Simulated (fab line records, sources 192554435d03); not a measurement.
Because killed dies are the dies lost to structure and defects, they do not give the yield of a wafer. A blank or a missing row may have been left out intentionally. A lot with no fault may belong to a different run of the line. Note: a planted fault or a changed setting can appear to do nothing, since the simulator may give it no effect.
fab line records	flow n5_finfet
record lots=24	wafers=72	last_day=18
route steps=1938 shown BEOL_M12@1650 BEOL_M13@1713 BEOL_M14@1762 BEOL_M15@1783
lots that met no fault: taken from a fault-free run of the same line
start_h: the number of hours between the record's first day and the start of the first shown wafer of the lot	wait_h: how many hours have passed since the lot's step before this one	" repeats the value in the row above	L1.1+2: a single row standing in for several wafers	- no value, or no start was given	* or withheld: withheld	< > ~ a bound
route shown NAME@n: names a module that has steps shown in the file, with the first one's number in the route	usual: the fault-free wafers' mean and standard deviation	same: alike in all rows	chamber/n: place in a boat	sites: each site's reading	_std_site: the values' standard deviation	_edge_site: the outer-site mean with the inner-site mean subtracted	radius_mm: for every site, how far away it sits from the centre of the wafer	mask NAME#n: copy n	behind: tool/chamber where the wafer was last shaped	hold: the reason the lot was held/the length of the hold in hours/how it ended	device: transistor that didn't switch, given as n, p or np	end of line: tests run on the same wafers once the route is complete	a step with no rows: only its recipe	killed: the dies lost at the first sort to structure and to defects; this is not the yield of the wafer	map: the dies of a wafer, with x for killed, . for not killed, _ for no die there
set.NAME: setting as actually run; set.NAME@STEP: the setting as run at that earlier step	model.NAME: the simulator's own value behind a step, which no gauge read
the route's steps for a sample of lots (tables are steps, rows are wafers)
services: a tool's chamber out of use, with start hour (start_h, from the record's first day; less than 0 if before it), hours out, and reason
## steps
# step N5_BEOL_M12_SPUTTER_45
# recipe material=Cu	target_thk_a=800	temp_c=-20	bias_v=60	power_w=26000	chamber_pressure_pa=0.13	time_s=13.33
# usual throttle_valve_pct=30.0/1
lot.wafer	tool	chamber	start_h	wait_h	throttle_valve_pct
L076.1	pvd_sputter-02	-	258.97	0.0	28.9
L076.3	"	-	"	"	28.9
L076.6	"	-	"	"	30.2
L077.1	pvd_sputter-03	-	266.85	0.0	30.3
L077.3	"	-	"	"	29.7
L077.6	"	-	"	"	28.6
L075.2	pvd_sputter-01	-	267.25	0.0	29.5
L075.4	"	-	"	"	30.4
L075.6	"	-	"	"	30.5
L079.3	pvd_sputter-01	-	285.32	0.0	31.7
L079.4	"	-	"	"	29.5
L079.6	"	-	"	"	31.6
L078.3	pvd_sputter-01	-	286.34	0.0	30.7
L078.4	"	-	"	"	29.1
L078.5	"	-	"	"	30.9
L080.1	pvd_sputter-02	-	289.68	0.0	30.1
L080.3	"	-	"	"	28.8
L080.6	"	-	"	"	28.9
L081.2	pvd_sputter-01	-	289.72	0.0	30.8
L081.3	"	-	"	"	31.7
L081.5	"	-	"	"	30.7
L074.1	pvd_sputter-03	-	296.98	0.0	30.2
L074.5	"	-	"	"	28.6
L074.6	"	-	"	"	30.2
L082.1	pvd_sputter-01	-	298.94	0.0	31.9
L082.2	"	-	"	"	30.8
L082.4	"	-	"	"	30.8
L084.1	pvd_sputter-01	-	307.14	0.0	29.3
L084.2	"	-	"	"	30.6
L084.6	"	-	"	"	32.0
L083.1	pvd_sputter-01	-	307.46	0.0	30.7
L083.2	"	-	"	"	31.7
L083.4	"	-	"	"	30.6
L085.2	pvd_sputter-02	-	308.07	0.0	29.0
L085.3	"	-	"	"	29.9
L085.6	"	-	"	"	28.9
L086.1	pvd_sputter-03	-	326.80	0.0	28.5
L086.3	"	-	"	"	30.1
L086.6	"	-	"	"	30.0
L087.1	pvd_sputter-01	-	346.39	0.0	30.6
L087.3	"	-	"	"	30.8
L087.6	"	-	"	"	29.5
L088.2	pvd_sputter-03	-	346.53	0.0	30.3
L088.3	"	-	"	"	28.7
L088.5	"	-	"	"	30.0
L089.2	pvd_sputter-01	-	353.08	0.0	30.9
L089.3	"	-	"	"	31.9
L089.4	"	-	"	"	29.4
L091.3	pvd_sputter-03	-	363.20	0.0	30.5
L091.5	"	-	"	"	30.3
L091.6	"	-	"	"	29.0
L090.1	pvd_sputter-01	-	363.54	0.0	31.9
L090.4	"	-	"	"	30.9
L090.5	"	-	"	"	30.7
L092.3	pvd_sputter-03	-	366.78	0.0	29.8
L092.4	"	-	"	"	28.9
L092.6	"	-	"	"	30.3
L093.1	pvd_sputter-01	-	380.42	0.0	30.5
L093.2	"	-	"	"	30.7
L093.4	"	-	"	"	29.2
L094.1	pvd_sputter-03	-	392.34	0.0	29.8
L094.2	"	-	"	"	30.5
L094.5	"	-	"	"	30.5
L095.2	pvd_sputter-01	-	392.48	0.0	30.6
L095.3	"	-	"	"	29.1
L095.4	"	-	"	"	30.8
L096.2	pvd_sputter-02	-	396.99	0.0	28.2
L096.3	"	-	"	"	29.9
L096.4	"	-	"	"	29.1
L097.2	pvd_sputter-03	-	397.45	0.0	30.1
L097.4	"	-	"	"	29.9
L097.5	"	-	"	"	28.4
# step N5_BEOL_M13_DEP_53
# recipe material=SiCN	target_thk_a=500	temp_c=withheld	precursor=3MS/NH3	pressure_torr=3	rf_w=675	time_s=17.8
# usual showerhead_plenum_p_Torr=4.164/0.017	throttle_valve_pct=18.3/0.83
lot.wafer	tool	chamber	start_h	wait_h	showerhead_plenum_p_Torr	throttle_valve_pct
L076.1	pecvd-02	2	264.92	0.0	4.170	17.0
L076.3	"	0	"	"	4.151	17.4
L076.6	"	2	"	"	4.166	17.1
L077.1	pecvd-04	1	272.42	0.0	4.197	21.1
L077.3	"	0	"	"	4.162	18.3
L077.6	"	2	"	"	4.171	18.5
L075.2	pecvd-01	1	273.31	0.0	4.146	18.5
L075.4	"	1	"	"	4.138	18.5
L075.6	"	2	"	"	4.155	18.1
L079.3	pecvd-01	1	291.25	0.0	4.143	18.5
L079.4	"	2	"	"	4.151	17.8
L079.6	"	1	"	"	4.135	18.8
L078.3	pecvd-04	2	298.41	0.0	4.158	18.6
L078.4	"	1	"	"	4.209	21.2
L078.5	"	2	"	"	4.163	18.5
L080.1	pecvd-02	0	302.04	0.0	4.164	17.7
L080.3	"	1	"	"	4.162	18.1
L080.6	"	2	"	"	4.160	16.8
L081.2	pecvd-01	2	302.63	0.0	4.148	18.2
L081.3	"	1	"	"	4.128	18.5
L081.5	"	0	"	"	4.177	18.4
L074.1	pecvd-01	2	303.34	0.0	4.137	18.1
L074.5	"	2	"	"	4.146	17.9
L074.6	"	0	"	"	4.185	18.4
L082.1	pecvd-01	1	305.29	0.0	4.136	18.7
L082.2	"	2	"	"	4.141	18.0
L082.4	"	2	"	"	4.144	17.9
L084.1	pecvd-02	1	312.98	0.0	4.168	18.3
L084.2	"	0	"	"	4.166	17.7
L084.6	"	0	"	"	4.163	17.6
L083.1	pecvd-02	1	315.45	0.0	4.169	18.4
L083.2	"	0	"	"	4.168	17.6
L083.4	"	1	"	"	4.170	18.3
L085.2	pecvd-01	2	317.02	0.0	4.144	18.1
L085.3	"	1	"	"	4.145	18.7
L085.6	"	1	"	"	4.138	18.8
L086.1	pecvd-02	1	332.59	0.0	4.160	18.3
L086.3	"	0	"	"	4.166	17.5
L086.6	"	0	"	"	4.156	17.9
L087.1	pecvd-02	0	354.44	0.0	4.161	17.7
L087.3	"	1	"	"	4.155	18.2
L087.6	"	1	"	"	4.160	18.1
L088.2	pecvd-04	2	354.76	0.0	4.154	18.6
L088.3	"	0	"	"	4.154	18.4
L088.5	"	0	"	"	4.143	18.4
L089.2	pecvd-02	1	359.14	0.0	4.158	18.4
L089.3	"	0	"	"	4.157	17.5
L089.4	"	2	"	"	4.161	17.3
L091.3	pecvd-02	1	369.41	0.0	4.156	18.3
L091.5	"	1	"	"	4.165	18.3
L091.6	"	2	"	"	4.166	17.1
L090.1	pecvd-01	2	371.89	0.0	4.142	18.2
L090.4	"	1	"	"	4.134	18.4
L090.5	"	2	"	"	4.145	18.0
L092.3	pecvd-04	2	372.97	0.0	4.162	18.5
L092.4	"	0	"	"	4.158	18.2
L092.6	"	2	"	"	4.168	18.5
L093.1	pecvd-04	2	389.98	0.0	4.171	18.8
L093.2	"	0	"	"	4.161	18.3
L093.4	"	2	"	"	4.163	18.3
L094.1	pecvd-02	1	398.18	0.0	4.168	18.4
L094.2	"	0	"	"	4.175	17.5
L094.5	"	0	"	"	4.160	17.4
L095.2	pecvd-04	2	398.24	0.0	4.158	18.5
L095.3	"	2	"	"	4.155	18.9
L095.4	"	0	"	"	4.149	18.3
L096.2	pecvd-04	0	404.08	0.0	4.158	18.5
L096.3	"	2	"	"	4.167	18.7
L096.4	"	0	"	"	4.165	18.3
L097.2	pecvd-02	2	406.70	0.0	4.173	17.3
L097.4	"	1	"	"	4.157	18.1
L097.5	"	2	"	"	4.163	17.2
# step N5_BEOL_M14_SPUTTER_43
# recipe material=TaN	target_thk_a=150	temp_c=50	bias_v=168.6	power_w=15000	chamber_pressure_pa=0.12	time_s=24.19
# usual throttle_valve_pct=29.7/0.98
lot.wafer	tool	chamber	start_h	wait_h	throttle_valve_pct
L076.1	pvd_sputter-02	-	267.93	0.0	28.2
L076.3	"	-	"	"	28.7
L076.6	"	-	"	"	30.0
L077.1	pvd_sputter-02	-	275.47	0.0	28.1
L077.3	"	-	"	"	29.0
L077.6	"	-	"	"	28.7
L075.2	pvd_sputter-01	-	277.91	0.0	29.4
L075.4	"	-	"	"	31.7
L075.6	"	-	"	"	30.6
L079.3	pvd_sputter-03	-	295.80	0.0	28.6
L079.4	"	-	"	"	30.2
L079.6	"	-	"	"	30.2
L078.3	pvd_sputter-02	-	301.67	0.0	28.0
L078.4	"	-	"	"	28.9
L078.5	"	-	"	"	29.2
L080.1	pvd_sputter-03	-	306.92	0.0	30.2
L080.3	"	-	"	"	30.4
L080.6	"	-	"	"	30.3
L081.2	pvd_sputter-02	-	307.33	0.0	28.9
L081.3	"	-	"	"	28.8
L081.5	"	-	"	"	29.0
L074.1	pvd_sputter-01	-	307.74	0.0	31.7
L074.5	"	-	"	"	29.5
L074.6	"	-	"	"	32.0
L082.1	pvd_sputter-01	-	310.26	0.0	31.6
L082.2	"	-	"	"	30.6
L082.4	"	-	"	"	29.1
L084.1	pvd_sputter-01	-	316.98	0.0	30.8
L084.2	"	-	"	"	29.1
L084.6	"	-	"	"	31.0
L083.1	pvd_sputter-02	-	320.44	0.0	28.8
L083.2	"	-	"	"	28.7
L083.4	"	-	"	"	28.1
L085.2	pvd_sputter-03	-	322.52	0.0	28.6
L085.3	"	-	"	"	29.7
L085.6	"	-	"	"	29.9
L086.1	pvd_sputter-03	-	336.54	0.0	30.4
L086.3	"	-	"	"	28.6
L086.6	"	-	"	"	30.5
L087.1	pvd_sputter-01	-	357.46	0.0	31.5
L087.3	"	-	"	"	29.5
L087.6	"	-	"	"	31.8
L088.2	pvd_sputter-02	-	357.64	0.0	29.4
L088.3	"	-	"	"	28.8
L088.5	"	-	"	"	30.0
L089.2	pvd_sputter-03	-	366.10	0.0	29.9
L089.3	"	-	"	"	30.5
L089.4	"	-	"	"	28.6
L091.3	pvd_sputter-03	-	372.34	0.0	29.6
L091.5	"	-	"	"	29.5
L091.6	"	-	"	"	28.7
L090.1	pvd_sputter-01	-	376.18	0.0	30.8
L090.4	"	-	"	"	31.6
L090.5	"	-	"	"	30.9
L092.3	pvd_sputter-03	-	376.26	0.0	29.7
L092.4	"	-	"	"	30.3
L092.6	"	-	"	"	30.3
L093.1	pvd_sputter-03	-	393.42	0.0	30.2
L093.2	"	-	"	"	28.8
L093.4	"	-	"	"	29.7
L094.1	pvd_sputter-03	-	403.11	0.0	29.9
L094.2	"	-	"	"	30.3
L094.5	"	-	"	"	30.0
L095.2	pvd_sputter-02	-	403.29	0.0	30.1
L095.3	"	-	"	"	28.1
L095.4	"	-	"	"	29.3
L096.2	pvd_sputter-02	-	406.95	0.0	28.0
L096.3	"	-	"	"	28.9
L096.4	"	-	"	"	29.9
L097.2	pvd_sputter-02	-	411.09	0.0	28.8
L097.4	"	-	"	"	27.9
L097.5	"	-	"	"	30.0
# step N5_BEOL_M14_DEP_53
# recipe material=SiCN	target_thk_a=500	temp_c=withheld	precursor=3MS/NH3	pressure_torr=3	rf_w=675	time_s=17.8
# usual showerhead_plenum_p_Torr=4.162/0.021	throttle_valve_pct=18.2/0.83
lot.wafer	tool	chamber	start_h	wait_h	showerhead_plenum_p_Torr	throttle_valve_pct
L076.1	pecvd-03	0	269.06	0.0	4.145	17.1
L076.3	"	2	"	"	4.173	17.1
L076.6	"	1	"	"	4.169	17.7
L077.1	pecvd-01	2	276.62	0.0	4.137	17.9
L077.3	"	1	"	"	4.130	18.7
L077.6	"	1	"	"	4.141	18.8
L075.2	pecvd-03	0	279.30	0.0	4.145	16.9
L075.4	"	0	"	"	4.173	17.2
L075.6	"	2	"	"	4.182	17.0
L079.3	pecvd-01	2	297.57	0.0	4.152	17.9
L079.4	"	0	"	"	4.190	18.5
L079.6	"	1	"	"	4.153	19.0
L078.3	pecvd-03	2	303.12	0.0	4.181	17.1
L078.4	"	1	"	"	4.166	17.8
L078.5	"	0	"	"	4.170	17.0
L080.1	pecvd-03	1	308.16	0.0	4.166	17.8
L080.3	"	0	"	"	4.155	17.3
L080.6	"	0	"	"	4.158	17.1
L081.2	pecvd-04	2	309.04	0.0	4.148	18.6
L081.3	"	1	"	"	4.209	21.0
L081.5	"	1	"	"	4.198	21.3
L074.1	pecvd-01	0	309.44	0.0	4.189	18.7
L074.5	"	0	"	"	4.202	18.5
L074.6	"	1	"	"	4.145	18.7
L082.1	pecvd-04	2	311.39	0.0	4.166	18.3
L082.2	"	1	"	"	4.203	21.2
L082.4	"	2	"	"	4.160	18.5
L084.1	pecvd-04	1	318.10	0.0	4.211	21.0
L084.2	"	2	"	"	4.159	18.2
L084.6	"	0	"	"	4.154	18.4
L083.1	pecvd-01	0	321.56	0.0	4.181	18.6
L083.2	"	2	"	"	4.146	18.2
L083.4	"	2	"	"	4.150	18.2
L085.2	pecvd-03	0	324.07	0.0	4.153	17.1
L085.3	"	1	"	"	4.161	18.0
L085.6	"	0	"	"	4.150	17.0
L086.1	pecvd-01	0	337.66	0.0	4.201	18.4
L086.3	"	2	"	"	4.147	17.9
L086.6	"	1	"	"	4.141	18.5
L087.1	pecvd-03	1	359.42	0.0	4.166	17.6
L087.3	"	2	"	"	4.160	17.5
L087.6	"	1	"	"	4.163	17.8
L088.2	pecvd-01	2	359.97	0.0	4.141	18.0
L088.3	"	0	"	"	4.189	18.5
L088.5	"	0	"	"	4.184	18.4
L089.2	pecvd-03	0	367.22	0.0	4.164	17.1
L089.3	"	2	"	"	4.175	17.2
L089.4	"	1	"	"	4.168	17.7
L091.3	pecvd-01	2	373.47	0.0	4.145	18.1
L091.5	"	0	"	"	4.179	18.2
L091.6	"	2	"	"	4.145	18.3
L090.1	pecvd-01	0	377.87	0.0	4.187	18.3
L090.4	"	2	"	"	4.138	18.2
L090.5	"	1	"	"	4.137	18.4
L092.3	pecvd-01	2	378.20	0.0	4.147	18.3
L092.4	"	0	"	"	4.190	18.5
L092.6	"	2	"	"	4.132	18.4
L093.1	pecvd-01	1	395.15	0.0	4.137	18.8
L093.2	"	0	"	"	4.190	18.3
L093.4	"	2	"	"	4.151	18.1
L094.1	pecvd-01	1	404.33	0.0	4.135	18.7
L094.2	"	2	"	"	4.152	18.0
L094.5	"	1	"	"	4.135	18.4
L095.2	pecvd-01	1	404.76	0.0	4.130	18.7
L095.3	"	0	"	"	4.187	18.8
L095.4	"	2	"	"	4.142	17.9
L096.2	pecvd-03	2	408.08	0.0	4.174	17.3
L096.3	"	0	"	"	4.160	17.1
L096.4	"	0	"	"	4.163	17.2
L097.2	pecvd-01	0	412.24	0.0	4.181	18.3
L097.4	"	2	"	"	4.142	18.3
L097.5	"	0	"	"	4.198	18.5
# step N5_BEOL_M15_CD_MEAS_10
# recipe target_cd_nm=360	landing_energy_ev=500	detector=se_inlens	polarity=opening
# usual cd_nm=359.7/2.2
lot.wafer	tool	chamber	start_h	wait_h	cd_nm
L076.1	cd_sem-03	0	269.86	-	360.1
L076.3	"	0	"	"	356.7
L076.6	"	0	"	"	356.9
L077.1	cd_sem-01	0	277.43	-	362.2
L077.3	"	0	"	"	360.6
L077.6	"	0	"	"	358.8
L075.2	cd_sem-01	0	279.98	-	359.6
L075.4	"	0	"	"	358.4
L075.6	"	0	"	"	359.7
L079.3	cd_sem-03	0	298.38	-	361.0
L079.4	"	0	"	"	361.0
L079.6	"	0	"	"	364.1
L078.3	cd_sem-01	0	303.93	-	363.4
L078.4	"	0	"	"	361.9
L078.5	"	0	"	"	363.4
L080.1	cd_sem-02	0	308.99	-	361.9
L080.3	"	0	"	"	359.6
L080.6	"	0	"	"	358.6
L081.2	cd_sem-03	0	309.73	-	360.0
L081.3	"	0	"	"	358.4
L081.5	"	0	"	"	357.6
L074.1	cd_sem-01	0	310.13	-	362.0
L074.5	"	0	"	"	359.5
L074.6	"	0	"	"	360.0
L082.1	cd_sem-01	0	312.07	-	361.0
L082.2	"	0	"	"	358.9
L082.4	"	0	"	"	358.8
L084.1	cd_sem-01	0	318.79	-	356.5
L084.2	"	0	"	"	357.0
L084.6	"	0	"	"	359.7
L083.1	cd_sem-01	0	322.37	-	362.1
L083.2	"	0	"	"	361.2
L083.4	"	0	"	"	358.5
L085.2	cd_sem-02	0	324.93	-	359.7
L085.3	"	0	"	"	360.5
L085.6	"	0	"	"	362.7
L086.1	cd_sem-01	0	338.34	-	362.6
L086.3	"	0	"	"	362.2
L086.6	"	0	"	"	363.3
L087.1	cd_sem-01	0	360.10	-	360.0
L087.3	"	0	"	"	359.3
L087.6	"	0	"	"	356.0
L088.2	cd_sem-02	0	360.89	-	357.2
L088.3	"	0	"	"	357.8
L088.5	"	0	"	"	358.9
L089.2	cd_sem-02	0	367.90	-	361.3
L089.3	"	0	"	"	361.0
L089.4	"	0	"	"	361.2
L091.3	cd_sem-01	0	374.30	-	362.9
L091.5	"	0	"	"	361.5
L091.6	"	0	"	"	364.7
L090.1	cd_sem-02	0	378.55	-	361.0
L090.4	"	0	"	"	359.1
L090.5	"	0	"	"	358.7
L092.3	cd_sem-01	0	378.89	-	356.9
L092.4	"	0	"	"	357.5
L092.6	"	0	"	"	354.9
L093.1	cd_sem-01	0	395.98	-	362.6
L093.2	"	0	"	"	365.8
L093.4	"	0	"	"	360.7
L094.1	cd_sem-02	0	405.01	-	361.5
L094.2	"	0	"	"	362.7
L094.5	"	0	"	"	361.5
L095.2	cd_sem-01	0	405.57	-	356.8
L095.3	"	0	"	"	355.2
L095.4	"	0	"	"	356.1
L096.2	cd_sem-01	0	408.89	-	358.5
L096.3	"	0	"	"	359.1
L096.4	"	0	"	"	357.3
L097.2	cd_sem-01	0	413.03	-	358.8
L097.4	"	0	"	"	360.6
L097.5	"	0	"	"	358.1
# step N5_BEOL_M15_VIA_ETCH_16
# recipe chemistry=C4F8/O2/Ar	target=SiO2	he_inner_torr=15	he_outer_torr=30	target_depth_a=17922	time_s=withheld	ion_energy_ev=800	pressure_mtorr=20	source_w=1905	bias_w=2040	Ar_flow_sccm=400	C4F8_flow_sccm=16	O2_flow_sccm=12	ends=cleared
# usual chamber_pressure_mTorr=20.002/0.018	drypump_motor_current_A=5.8/0.36	oes_o_777_au=0.83/0.077	oes_product_au=0.74/0.073	rf_vpp_V=2238/42	showerhead_plenum_p_Torr=3.51/0.092	throttle_valve_pct=30.93/0.23
lot.wafer	tool	chamber	start_h	wait_h	chamber_pressure_mTorr	drypump_motor_current_A	oes_o_777_au	oes_product_au	rf_vpp_V	showerhead_plenum_p_Torr	throttle_valve_pct
L076.1	rie_diel-06	2	270.27	0.0	19.985	5.9	0.73	0.64	2226	3.55	30.43
L076.3	"	3	"	"	20.037	5.9	0.80	0.72	2247	3.34	31.47
L076.6	"	0	"	"	19.983	5.9	0.88	0.77	2216	3.50	30.62
L077.1	rie_diel-04	3	277.60	0.0	19.964	5.4	0.81	0.74	2223	3.50	30.87
L077.3	"	2	"	"	20.009	5.4	0.77	0.69	2294	3.60	31.16
L077.6	"	2	"	"	19.989	5.4	0.77	0.69	2295	3.60	31.16
L075.2	rie_diel-02	3	280.16	0.0	20.045	5.9	0.87	0.76	2155	3.50	30.88
L075.4	"	2	"	"	20.024	5.3	0.85	0.77	2246	3.49	30.92
L075.6	"	3	"	"	19.980	5.9	0.87	0.76	2154	3.51	30.91
L079.3	rie_diel-02	2	298.55	0.0	19.996	5.3	0.85	0.77	2245	3.49	30.94
L079.4	"	1	"	"	20.014	5.9	0.71	0.65	2246	3.42	31.24
L079.6	"	0	"	"	20.001	6.6	0.95	0.89	2262	3.65	30.74
L078.3	rie_diel-06	2	304.10	0.0	20.023	5.9	0.73	0.64	2225	3.55	30.43
L078.4	"	1	"	"	19.987	5.9	0.93	0.83	2252	3.62	30.79
L078.5	"	1	"	"	19.988	6.0	0.92	0.82	2254	3.62	30.79
L080.1	rie_diel-04	1	309.16	0.0	20.002	5.8	0.97	0.87	2176	3.39	30.85
L080.3	"	2	"	"	20.015	5.4	0.77	0.68	2293	3.59	31.16
L080.6	"	0	"	"	19.976	6.3	0.94	0.84	2296	3.64	30.92
L081.2	rie_diel-06	3	310.30	0.0	19.990	5.9	0.79	0.72	2246	3.34	31.47
L081.3	"	2	"	"	19.996	5.9	0.73	0.64	2225	3.54	30.44
L081.5	"	3	"	"	19.976	5.9	0.79	0.72	2245	3.34	31.48
L074.1	rie_diel-06	0	310.75	0.0	19.990	5.8	0.87	0.76	2217	3.50	30.66
L074.5	"	3	"	"	20.019	5.9	0.79	0.72	2246	3.34	31.48
L074.6	"	2	"	"	20.011	5.9	0.73	0.64	2224	3.54	30.45
L082.1	rie_diel-02	2	312.70	0.0	20.022	5.3	0.84	0.76	2245	3.49	30.93
L082.2	"	3	"	"	19.984	5.9	0.86	0.74	2155	3.50	30.90
L082.4	"	1	"	"	19.992	5.9	0.70	0.64	2245	3.42	31.25
L084.1	rie_diel-04	3	318.96	0.0	19.971	5.4	0.80	0.72	2224	3.49	30.87
L084.2	"	0	"	"	20.006	6.3	0.93	0.83	2296	3.64	30.91
L084.6	"	0	"	"	20.011	6.3	0.92	0.84	2296	3.64	30.92
L083.1	rie_diel-06	1	322.54	0.0	20.025	5.9	0.91	0.82	2253	3.62	30.82
L083.2	"	3	"	"	19.989	5.8	0.79	0.71	2246	3.33	31.47
L083.4	"	0	"	"	20.028	5.9	0.86	0.75	2216	3.50	30.66
L085.2	rie_diel-04	3	325.14	0.0	20.013	5.4	0.79	0.73	2224	3.49	30.87
L085.3	"	2	"	"	19.997	5.4	0.76	0.67	2293	3.59	31.16
L085.6	"	3	"	"	20.032	5.4	0.80	0.73	2224	3.49	30.87
L086.1	rie_diel-06	2	338.51	0.0	19.992	5.9	0.72	0.63	2225	3.54	30.46
L086.3	"	0	"	"	19.988	5.9	0.86	0.75	2217	3.49	30.66
L086.6	"	2	"	"	20.009	5.9	0.72	0.63	2225	3.54	30.47
L087.1	rie_diel-04	0	360.27	0.0	19.979	6.4	0.90	0.81	2295	3.63	30.91
L087.3	"	2	"	"	20.030	5.4	0.76	0.67	2293	3.58	31.18
L087.6	"	3	"	"	19.998	5.4	0.79	0.71	2224	3.48	30.87
L088.2	rie_diel-02	2	361.08	0.0	19.995	5.2	0.83	0.74	2245	3.48	30.97
L088.3	"	3	"	"	20.050	5.9	0.85	0.72	2155	3.49	30.93
L088.5	"	0	"	"	19.997	6.5	0.89	0.84	2261	3.64	30.76
L089.2	rie_diel-02	1	368.08	0.0	19.995	5.9	0.69	0.63	2247	3.41	31.25
L089.3	"	3	"	"	19.991	5.9	0.85	0.73	2154	3.49	30.94
L089.4	"	0	"	"	19.988	6.6	0.90	0.82	2260	3.64	30.78
L091.3	rie_diel-04	2	374.64	0.0	19.992	5.4	0.75	0.66	2291	3.58	31.16
L091.5	"	1	"	"	20.053	5.8	0.91	0.82	2176	3.39	30.86
L091.6	"	0	"	"	20.004	6.3	0.90	0.80	2294	3.63	30.93
L090.1	rie_diel-02	3	378.72	0.0	19.964	5.9	0.84	0.72	2154	3.49	30.95
L090.4	"	1	"	"	19.975	5.9	0.69	0.63	2246	3.41	31.26
L090.5	"	0	"	"	20.012	6.5	0.89	0.82	2259	3.64	30.78
L092.3	rie_diel-04	1	379.21	0.0	20.027	5.8	0.91	0.82	2177	3.38	30.88
L092.4	"	3	"	"	19.992	5.4	0.79	0.71	2223	3.48	30.88
L092.6	"	3	"	"	20.015	5.4	0.79	0.71	2223	3.48	30.87
L093.1	rie_diel-02	1	396.45	0.0	20.020	5.9	0.68	0.62	2246	3.41	31.25
L093.2	"	0	"	"	20.014	6.5	0.87	0.81	2261	3.64	30.79
L093.4	"	2	"	"	20.016	5.3	0.80	0.73	2245	3.47	30.95
L094.1	rie_diel-04	3	405.19	0.0	20.004	5.4	0.77	0.70	2222	3.48	30.89
L094.2	"	0	"	"	20.003	6.3	0.89	0.80	2295	3.62	30.94
L094.5	"	1	"	"	19.983	5.8	0.90	0.82	2174	3.38	30.89
L095.2	rie_diel-04	2	405.74	0.0	20.009	5.4	0.75	0.66	2293	3.58	31.17
L095.3	"	1	"	"	19.998	5.8	0.90	0.81	2175	3.38	30.90
L095.4	"	0	"	"	20.022	6.4	0.88	0.80	2294	3.62	30.94
L096.2	rie_diel-04	3	409.19	0.0	19.985	5.4	0.77	0.70	2222	3.47	30.89
L096.3	"	0	"	"	20.004	6.3	0.88	0.78	2296	3.62	30.92
L096.4	"	1	"	"	20.024	5.8	0.90	0.81	2175	3.38	30.90
L097.2	rie_diel-04	0	413.20	0.0	19.986	6.4	0.87	0.79	2295	3.62	30.94
L097.4	"	1	"	"	20.007	5.8	0.90	0.80	2174	3.38	30.90
L097.5	"	0	"	"	19.968	6.3	0.88	0.79	2295	3.62	30.94
## services
tool	chamber	start_h	hours	kind
pecvd-02	1	238.05	21.2	repair
pecvd-01	2	254.64	5.5	scheduled_down
rie_diel-04	1	256.49	-	clean
rie_diel-04	1	256.49	-	consumable_replace:focus_ring
rie_diel-04	1	256.49	17.6	scheduled_down
rie_diel-04	1	256.49	17.6	vent_cycle
rie_diel-06	1	256.96	4.2	repair
pecvd-02	-	260.45	0.9	repair
pecvd-01	-	276.86	5.5	pm
pecvd-02	0	289.71	5.5	scheduled_down
pecvd-04	1	295.10	2.1	scheduled_down
pecvd-02	1	295.17	5.0	scheduled_down
rie_diel-06	-	301.29	2.1	repair
pecvd-02	0	317.96	2.1	scheduled_down
pecvd-01	1	326.34	5.5	scheduled_down
pecvd-04	0	342.55	3.9	repair
pvd_sputter-03	-	350.34	3.1	repair
rie_diel-02	-	350.76	0.6	repair
pecvd-04	0	351.59	2.1	scheduled_down
pecvd-04	1	355.05	5.5	scheduled_down
rie_diel-04	-	369.49	0.5	repair
rie_diel-06	3	382.22	3.5	repair
rie_diel-06	3	387.36	10.5	repair
pecvd-04	2	407.04	2.9	repair
## key
fault none
